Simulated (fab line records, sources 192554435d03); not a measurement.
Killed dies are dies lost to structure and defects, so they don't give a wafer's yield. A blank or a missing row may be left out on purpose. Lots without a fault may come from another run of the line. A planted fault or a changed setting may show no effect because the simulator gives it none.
fab line records | flow n5_finfet
record lots=7 wafers=39
route steps=1938 shown WELL_APT@24 FIN_SAQP@96 DUMMY_GATE@228
start_h: hours from the record's first day to the start of the lot's first wafer shown | wait_h: hours since the lot's step before | " the same as in the row above | L1.1+2: a row that stands for several wafers | - no value, or no start given | * or withheld: withheld | < > ~ a bound
route shown NAME@n: a module of which the file shows steps, and the number in the route of the first | usual: mean/standard deviation of fault-free wafers | same: alike in all rows | chamber/n: place in a boat | sites: the reading at each site | _std_site: their standard deviation | _edge_site: outer sites' mean less inner sites' | radius_mm: how far each site lies from the wafer's centre | mask NAME#n: copy n | behind: the tool/chamber that last shaped the wafer | hold: why the lot was held/for how many hours/how that ended | device: the transistor (n, p or np) that didn't switch | end of line: the same wafers' tests at the end of the route | a step without rows: its recipe alone | killed: dies lost to structure and defects at the first sort, not the wafer's yield | map: a wafer's dies, x killed, . not, _ none there
set.NAME: the setting as run; set.NAME@STEP: as run at that earlier step | model.NAME: the simulator's own value behind a step, which no gauge read
lots whose settings were changed on purpose; a table a step, a row a wafer
## steps
# step N5_WELL_APT_EXPOSE_05
# recipe mask_id=NWELL na=0.8 source_shape=conventional sigma_outer=0.8 polarization=unpolarized defocus_nm=0 target_cd_nm=200 dose_mj=20.3
# columns lot.wafer tool chamber start_h wait_h mask set.dose_mj
L078.2+4+5 krf_scanner-01 0 37.56 - NWELL#0 20.3
L080.1+4+6 krf_scanner-02 0 49.59 - NWELL#0 20.3
L080.2+3+5 " 0 " " NWELL#0 21.09
L082.1+3+5 krf_scanner-01 0 61.56 - NWELL#0 19.01
L082.2+4+6 " 0 " " NWELL#0 20.3
L083.1+3+5 krf_scanner-02 0 67.89 - NWELL#0 19.6
L083.2+4+6 " 0 " " NWELL#0 20.3
L084.1+3+5 krf_scanner-01 0 73.64 - NWELL#0 20.82
L084.2+4+6 " 0 " " NWELL#0 20.3
L087.1+2+3+4+5+6 krf_scanner-01 0 91.51 - NWELL#0 20.3
L093.1+2+6 krf_scanner-02 0 127.57 - NWELL#0 20.3
L093.3+4+5 " 0 " " NWELL#0 19.57
# step N5_WELL_APT_PEB_06
# recipe peb_temp_c=130 peb_time_s=90
# step N5_WELL_APT_DEVELOP_07
# recipe develop_time_s=45 rinse_liquid=surfactant_rinse dry=air_spin dev_temp_c=21
# step N5_WELL_APT_HARDBAKE_12
# recipe temp_c=130 time_s=120
# step N5_WELL_APT_CD_MEAS_08
# recipe target_cd_nm=200 landing_energy_ev=500 detector=se_inlens
# usual cd_nm=200.2/2
# columns lot.wafer tool chamber start_h wait_h set.dose_mj@WELL_APT_EXPOSE_05 cd_nm
L078.2 cd_sem-01 0 37.73 - 20.3 199.4
L078.4 " 0 " " 20.3 199.9
L078.5 " 0 " " 20.3 202.0
L080.1 cd_sem-01 0 49.76 - 20.3 200.6
L080.2 " 0 " " 21.09 204.5
L080.3 " 0 " " 21.09 204.2
L080.4 " 0 " " 20.3 197.9
L080.5 " 0 " " 21.09 208.5
L080.6 " 0 " " 20.3 199.9
L082.1 cd_sem-01 0 61.73 - 19.01 190.4
L082.2 " 0 " " 20.3 199.8
L082.3 " 0 " " 19.01 190.8
L082.4 " 0 " " 20.3 200.9
L082.5 " 0 " " 19.01 191.6
L082.6 " 0 " " 20.3 200.5
L083.1 cd_sem-03 0 68.06 - 19.6 193.8
L083.2 " 0 " " 20.3 198.1
L083.3 " 0 " " 19.6 191.0
L083.4 " 0 " " 20.3 198.5
L083.5 " 0 " " 19.6 195.5
L083.6 " 0 " " 20.3 199.9
L084.1 cd_sem-02 0 73.81 - 20.82 200.6
L084.2 " 0 " " 20.3 196.5
L084.3 " 0 " " 20.82 200.1
L084.4 " 0 " " 20.3 195.8
L084.5 " 0 " " 20.82 199.6
L084.6 " 0 " " 20.3 199.1
L087.1 cd_sem-03 0 91.68 - 20.3 200.4
L087.2 " 0 " " 20.3 200.0
L087.3 " 0 " " 20.3 196.9
L087.4 " 0 " " 20.3 200.8
L087.5 " 0 " " 20.3 198.1
L087.6 " 0 " " 20.3 199.8
L093.1 cd_sem-02 0 127.74 - 20.3 196.7
L093.2 " 0 " " 20.3 195.9
L093.3 " 0 " " 19.57 191.1
L093.4 " 0 " " 19.57 194.3
L093.5 " 0 " " 19.57 192.7
L093.6 " 0 " " 20.3 199.1
# step N5_WELL_APT_DESCUM_13
# recipe chemistry=O2 time_s=7.9 source_power_w=50 bias_power_w=20 pressure_mtorr=20 rf_frequency_hz=2.712e+07 temp_c=40 o2_flow_sccm=225
# columns lot.wafer tool chamber start_h wait_h set.dose_mj@WELL_APT_EXPOSE_05 model.WELL_APT.cd_nm
L078.2 rie_diel-06 3 37.81 0.0 20.3 199.2
L078.4 " 0 " " 20.3 200
L078.5 " 2 " " 20.3 201.7
L080.1 rie_diel-05 2 49.98 0.2 20.3 200.3
L080.2 " 0 " " 21.09 204.6
L080.3 " 1 " " 21.09 204.3
L080.4 " 1 " " 20.3 198.2
L080.5 " 2 " " 21.09 208.9
L080.6 " 0 " " 20.3 199.8
L082.1 rie_diel-02 1 61.82 0.0 19.01 190.2
L082.2 " 3 " " 20.3 199.6
L082.3 " 0 " " 19.01 190.5
L082.4 " 2 " " 20.3 200.9
L082.5 " 0 " " 19.01 191.5
L082.6 " 1 " " 20.3 200.4
L083.1 rie_diel-05 2 68.15 0.0 19.6 194
L083.2 " 1 " " 20.3 198.2
L083.3 " 0 " " 19.6 191
L083.4 " 2 " " 20.3 198.4
L083.5 " 0 " " 19.6 195.8
L083.6 " 1 " " 20.3 199.7
L084.1 rie_diel-05 2 73.90 0.0 20.82 200.5
L084.2 " 3 " " 20.3 196.7
L084.3 " 1 " " 20.82 200.2
L084.4 " 0 " " 20.3 195.6
L084.5 " 0 " " 20.82 199.8
L084.6 " 1 " " 20.3 198.9
L087.1 rie_diel-02 0 91.77 0.0 20.3 200.6
L087.2 " 3 " " 20.3 199.6
L087.3 " 1 " " 20.3 196.8
L087.4 " 2 " " 20.3 200.8
L087.5 " 1 " " 20.3 198.3
L087.6 " 2 " " 20.3 199.4
L093.1 rie_diel-02 0 127.83 0.0 20.3 196.6
L093.2 " 1 " " 20.3 195.8
L093.3 " 2 " " 19.57 190.9
L093.4 " 2 " " 19.57 193.7
L093.5 " 1 " " 19.57 192.7
L093.6 " 0 " " 20.3 198.9
# step N5_FIN_SAQP_HM_DEP_03
# recipe material=SiNx target_thk_a=380 temp_c=400 precursor=SiH4/NH3/N2 pressure_torr=1.5 rf_w=300 time_s=33.6
# columns lot.wafer tool chamber start_h wait_h set.target_thk_a model.SiNx_of_FIN_SAQP_HM_DEP_03.thk_nm
L078.2 pecvd-01 0 45.19 0.2 380 38.62
L078.4 " 0 " " 380 38.72
L078.5 " 0 " " 380 38.61
L080.1 pecvd-04 2 57.27 0.2 380 37.67
L080.2 " 0 " " 380 37.32
L080.3 " 1 " " 380 37.79
L080.4 " 0 " " 380 37.54
L080.5 " 2 " " 380 38.23
L080.6 " 1 " " 380 37.95
L082.1 pecvd-04 2 69.75 0.2 380 37.52
L082.2 " 0 " " 380 37.06
L082.3 " 1 " " 340.8 33.76
L082.4 " 0 " " 340.8 33.68
L082.5 " 2 " " 380 38.15
L082.6 " 1 " " 340.8 33.89
L083.1 pecvd-04 1 75.44 0.2 420.3 40.99
L083.2 " 2 " " 420.3 41.17
L083.3 " 0 " " 420.3 40.97
L083.4 " 1 " " 380 37.96
L083.5 " 2 " " 380 37.55
L083.6 " 0 " " 380 37.47
L084.1 pecvd-01 2 81.12 0.2 380 37.89
L084.2 " 0 " " 380 38.06
L084.3 " 1 " " 380 37.88
L084.4 " 1 " " 380 38.46
L084.5 " 0 " " 380 38.56
L084.6 " 2 " " 380 38.8
L087.1 pecvd-01 2 99.57 0.2 380 37.05
L087.2 " 0 " " 380 37.69
L087.3 " 0 " " 380 38.1
L087.4 " 2 " " 380 37.91
L087.5 " 0 " " 380 37.85
L087.6 " 2 " " 380 38.09
L093.1 pecvd-02 2 135.18 0.2 410.5 40.63
L093.2 " 1 " " 410.5 40.54
L093.3 " 0 " " 410.5 41.17
L093.4 " 0 " " 380 38.54
L093.5 " 2 " " 380 38
L093.6 " 1 " " 380 37.55
# step N5_FIN_SAQP_THK_MEAS_05
# usual thk_nm=38.0/0.5
# columns lot.wafer tool chamber start_h wait_h set.target_thk_a@FIN_SAQP_HM_DEP_03 thk_nm
L078.2 film_metro-01 - 45.30 0.1 380 38.6
L078.4 " - " " 380 38.7
L078.5 " - " " 380 38.6
L080.1 film_metro-02 - 57.36 0.1 380 37.7
L080.2 " - " " 380 37.3
L080.3 " - " " 380 37.8
L080.4 " - " " 380 37.5
L080.5 " - " " 380 38.2
L080.6 " - " " 380 38.0
L082.1 film_metro-01 - 69.84 0.1 380 37.5
L082.2 " - " " 380 37.0
L082.3 " - " " 340.8 33.8
L082.4 " - " " 340.8 33.7
L082.5 " - " " 380 38.2
L082.6 " - " " 340.8 33.9
L083.1 film_metro-01 - 75.53 0.1 420.3 41.0
L083.2 " - " " 420.3 41.2
L083.3 " - " " 420.3 41.0
L083.4 " - " " 380 38.0
L083.5 " - " " 380 37.5
L083.6 " - " " 380 37.5
L084.1 film_metro-02 - 81.21 0.1 380 37.9
L084.2 " - " " 380 38.0
L084.3 " - " " 380 37.9
L084.4 " - " " 380 38.4
L084.5 " - " " 380 38.6
L084.6 " - " " 380 38.8
L087.1 film_metro-02 - 99.68 0.1 380 37.1
L087.2 " - " " 380 37.7
L087.3 " - " " 380 38.0
L087.4 " - " " 380 37.9
L087.5 " - " " 380 37.8
L087.6 " - " " 380 38.1
L093.1 film_metro-01 - 135.27 0.1 410.5 40.6
L093.2 " - " " 410.5 40.5
L093.3 " - " " 410.5 41.2
L093.4 " - " " 380 38.5
L093.5 " - " " 380 38.0
L093.6 " - " " 380 37.5
# step N5_FIN_SAQP_PECVD_47
# recipe material=a-Si target_thk_a=450 temp_c=400 precursor=SiH4/He pressure_torr=3 rf_w=100 time_s=36.3
# step N5_FIN_SAQP_PECVD_48
# recipe material=SiNx target_thk_a=250 temp_c=400 precursor=SiH4/NH3/N2 pressure_torr=1.5 rf_w=300 time_s=22.1
# step N5_FIN_SAQP_MANDREL2_REMOVE_60
# recipe chemistry=HBr/Cl2/O2 bt_time_s=10 target=a-Si stop_on=SiNx endpoint=OES-SiCl over_etch_frac=1 icp_w=600 bias_w=22 HBr_flow_sccm=150 Cl2_flow_sccm=80 O2_flow_sccm=5 pressure_mtorr=10
# step N5_FIN_SAQP_HM_OPEN_33
# recipe chemistry=CH3F/O2 target=SiNx mask_material=SiO2 target_depth_a=494 time_s=70.6 pressure_mtorr=30 source_w=395 bias_w=73 Ar_flow_sccm=150 CH3F_flow_sccm=30 O2_flow_sccm=20 ion_energy_ev=120 ends=cleared
# usual etch_rf_on_time_s=69.7/1.3
# columns lot.wafer tool chamber start_h wait_h set.target_thk_a@FIN_SAQP_HM_DEP_03 etch_rf_on_time_s model.etch.depth_nm
L078.2 rie_diel-05 1 49.79 0.0 380 70.1 37.99
L078.4 " 1 " " 380 70.1 38.1
L078.5 " 2 " " 380 72.3 37.98
L080.1 rie_diel-02 0 62.98 0.0 380 69.8 37.04
L080.2 " 2 " " 380 67.5 36.7
L080.3 " 3 " " 380 70.0 37.17
L080.4 " 1 " " 380 69.7 36.91
L080.5 " 0 " " 380 70.5 37.61
L080.6 " 1 " " 380 70.7 37.32
L082.1 rie_diel-06 1 74.31 0.0 380 67.5 36.85
L082.2 " 3 " " 380 68.2 36.44
L082.3 " 0 " " 340.8 61.0 33.14
L082.4 " 2 " " 340.8 61.2 33.05
L082.5 " 1 " " 380 68.7 37.48
L082.6 " 0 " " 340.8 61.0 33.26
L083.1 rie_diel-02 1 82.00 0.0 420.3 76.0 40.37
L083.2 " 2 " " 420.3 74.7 40.51
L083.3 " 3 " " 420.3 76.9 40.33
L083.4 " 0 " " 380 70.1 37.33
L083.5 " 0 " " 380 69.9 36.92
L083.6 " 1 " " 380 69.8 36.84
L084.1 rie_diel-06 1 85.84 0.0 380 69.0 37.26
L084.2 " 3 " " 380 69.6 37.43
L084.3 " 0 " " 380 68.7 37.25
L084.4 " 2 " " 380 70.4 37.83
L084.5 " 0 " " 380 69.8 37.93
L084.6 " 3 " " 380 71.6 38.17
L087.1 rie_diel-06 2 104.98 0.0 380 68.0 36.42
L087.2 " 0 " " 380 68.6 37.06
L087.3 " 1 " " 380 69.4 37.47
L087.4 " 3 " " 380 70.6 37.24
L087.5 " 2 " " 380 70.1 37.22
L087.6 " 1 " " 380 69.6 37.46
L093.1 rie_diel-05 2 140.77 0.0 410.5 77.1 40
L093.2 " 1 " " 410.5 74.7 39.92
L093.3 " 0 " " 410.5 76.0 40.54
L093.4 " 3 " " 380 68.4 37.92
L093.5 " 2 " " 380 72.0 37.37
L093.6 " 1 " " 380 68.9 36.92
# step N5_FIN_SAQP_FIN_ETCH_36
# recipe chemistry=HBr/Cl2/O2 target_depth_a=1200 mask_material=SiNx time_s=50.4 bias_w=102 pressure_mtorr=10 icp_w=800 HBr_flow_sccm=150 Cl2_flow_sccm=80 O2_flow_sccm=12
# columns lot.wafer tool chamber start_h wait_h set.bias_w set.target_thk_a@FIN_SAQP_HM_DEP_03 model.SiNx_of_FIN_SAQP_HM_DEP_03.thk_nm
L078.2+4 rie_si-04 1,3 50.08 0.0 102 380 22
L078.5 " 3 " " 102 380 21.8
L080.1+5 rie_si-01 0,3 63.26 0.0 102 380 21
L080.2 " 3 " " 112.5 380 19.4
L080.3 " 2 " " 102 380 20.8
L080.4 " 1 " " 112.5 380 20
L080.6 " 0 " " 112.5 380 20.2
L082.1 rie_si-04 3 74.60 0.0 102 380 20.6
L082.2 " 1 " " 85.08 380 22.2
L082.3+4 " 2,0 " " 85.08 340.8 18.4
L082.5 " 1 " " 102 380 21.6
L082.6 " 2 " " 102 340.8 17.2
L083.1+3 rie_si-02 3,1 82.29 0.0 102 420.3 24.2
L083.2 " 0 " " 102 420.3 24.6
L083.4 " 2 " " 102 380 21.2
L083.5 " 1 " " 102 380 21
L083.6 " 0 " " 102 380 20.8
L084.1 rie_si-02 2 86.13 0.0 115.3 380 20.2
L084.2+3 " 0,1 " " 102 380 21.4
L084.4 " 3 " " 115.3 380 20.4
L084.5 " 1 " " 102 380 22
L084.6 " 0 " " 115.3 380 21.2
L087.1 rie_si-04 1 105.27 0.0 119.1 380 19.4
L087.2 " 2 " " 119.1 380 19.6
L087.3+6 " 3,0 " " 102 380 21.4
L087.4 " 0 " " 119.1 380 20
L087.5 " 3 " " 102 380 21
L093.1 rie_si-02 2 141.06 0.0 91.6 410.5 24.8
L093.2 " 3 " " 102 410.5 23.8
L093.3 " 0 " " 102 410.5 24.4
L093.4 " 1 " " 91.6 380 22.8
L093.5 " 0 " " 91.6 380 22.2
L093.6 " 3 " " 102 380 20.8
# step N5_DUMMY_GATE_EXPOSE_12
# recipe mask_id=GATE na=0.33 source_shape=annular sigma_inner=0.2 sigma_outer=0.6 polarization=unpolarized target_cd_nm=25 dose_mj=34
# columns lot.wafer tool chamber start_h wait_h mask set.dose_mj
L078.2+4+5 euv_scanner-01 0 69.77 - GATE#0 34
L080.1+2+6 euv_scanner-02 0 82.43 - GATE#0 31.79
L080.3+4+5 " 0 " " GATE#0 34
L082.1+4+6 euv_scanner-01 0 97.17 - GATE#0 34
L082.2+3+5 " 0 " " GATE#0 36.35
L083.1+5+6 euv_scanner-01 0 101.71 - GATE#0 34
L083.2+3+4 " 0 " " GATE#0 32.9
L084.1+2+4 euv_scanner-01 0 105.87 - GATE#0 34
L084.3+5+6 " 0 " " GATE#0 36.59
L087.1+2+6 euv_scanner-02 0 125.70 - GATE#0 36.45
L087.3+4+5 " 0 " " GATE#0 34
L093.1+3+4 euv_scanner-02 0 161.84 - GATE#0 34
L093.2+5+6 " 0 " " GATE#0 31.42
# step N5_DUMMY_GATE_PEB_13
# recipe peb_temp_c=100 peb_time_s=60 resist=CAR-EUV
# step N5_DUMMY_GATE_DEVELOP_14
# recipe develop_time_s=30 developer=TMAH resist=CAR-EUV rinse_liquid=surfactant_rinse dry=air_spin dev_temp_c=23
# step N5_DUMMY_GATE_CD_MEAS_15
# recipe target_cd_nm=25.8 landing_energy_ev=500 detector=se_inlens
# usual cd_nm=25.06/0.23
# columns lot.wafer tool chamber start_h wait_h set.dose_mj@DUMMY_GATE_EXPOSE_12 cd_nm
L078.2 cd_sem-03 0 69.89 - 34 24.90
L078.4 " 0 " " 34 24.96
L078.5 " 0 " " 34 25.02
L080.1 cd_sem-01 0 82.56 - 31.79 25.98
L080.2 " 0 " " 31.79 26.41
L080.3 " 0 " " 34 24.47
L080.4 " 0 " " 34 24.91
L080.5 " 0 " " 34 24.92
L080.6 " 0 " " 31.79 26.42
L082.1 cd_sem-03 0 97.29 - 34 25.37
L082.2 " 0 " " 36.35 23.95
L082.3 " 0 " " 36.35 24.00
L082.4 " 0 " " 34 25.04
L082.5 " 0 " " 36.35 23.50
L082.6 " 0 " " 34 25.19
L083.1 cd_sem-01 0 101.84 - 34 25.25
L083.2 " 0 " " 32.9 25.83
L083.3 " 0 " " 32.9 25.74
L083.4 " 0 " " 32.9 25.35
L083.5 " 0 " " 34 25.06
L083.6 " 0 " " 34 24.93
L084.1 cd_sem-01 0 106.00 - 34 25.21
L084.2 " 0 " " 34 24.99
L084.3 " 0 " " 36.59 23.80
L084.4 " 0 " " 34 24.97
L084.5 " 0 " " 36.59 23.92
L084.6 " 0 " " 36.59 23.57
L087.1 cd_sem-03 0 125.83 - 36.45 24.07
L087.2 " 0 " " 36.45 23.93
L087.3 " 0 " " 34 24.84
L087.4 " 0 " " 34 25.04
L087.5 " 0 " " 34 24.88
L087.6 " 0 " " 36.45 23.71
L093.1 cd_sem-01 0 161.96 - 34 24.83
L093.2 " 0 " " 31.42 26.62
L093.3 " 0 " " 34 25.15
L093.4 " 0 " " 34 24.88
L093.5 " 0 " " 31.42 26.97
L093.6 " 0 " " 31.42 26.91
## key
split step=N5_WELL_APT_EXPOSE_05 setting=dose_mj stated=20.3 by=wafer
response step=N5_WELL_APT_CD_MEAS_08 reading=cd_nm change=+1.46 per=1% r=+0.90
response step=N5_WELL_APT_DESCUM_13 reading=model.WELL_APT.cd_nm change=+1.48 per=1% r=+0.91
split step=N5_FIN_SAQP_HM_DEP_03 setting=target_thk_a stated=380 by=wafer
response step=N5_FIN_SAQP_HM_DEP_03 reading=model.SiNx_of_FIN_SAQP_HM_DEP_03.thk_nm change=+0.343 per=1% r=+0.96
response step=N5_FIN_SAQP_THK_MEAS_05 reading=thk_nm change=* per=1% r=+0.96
response step=N5_FIN_SAQP_HM_OPEN_33 reading=etch_rf_on_time_s change=* per=1% r=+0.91
response step=N5_FIN_SAQP_HM_OPEN_33 reading=model.etch.depth_nm change=+0.342 per=1% r=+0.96
response step=N5_FIN_SAQP_FIN_ETCH_36 reading=model.SiNx_of_FIN_SAQP_HM_DEP_03.thk_nm change=+0.319 per=1% r=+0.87
split step=N5_FIN_SAQP_FIN_ETCH_36 setting=bias_w stated=102 by=wafer
response none clear
split step=N5_DUMMY_GATE_EXPOSE_12 setting=dose_mj stated=34 by=wafer
response step=N5_DUMMY_GATE_CD_MEAS_15 reading=cd_nm change=-0.196 per=1% r=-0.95
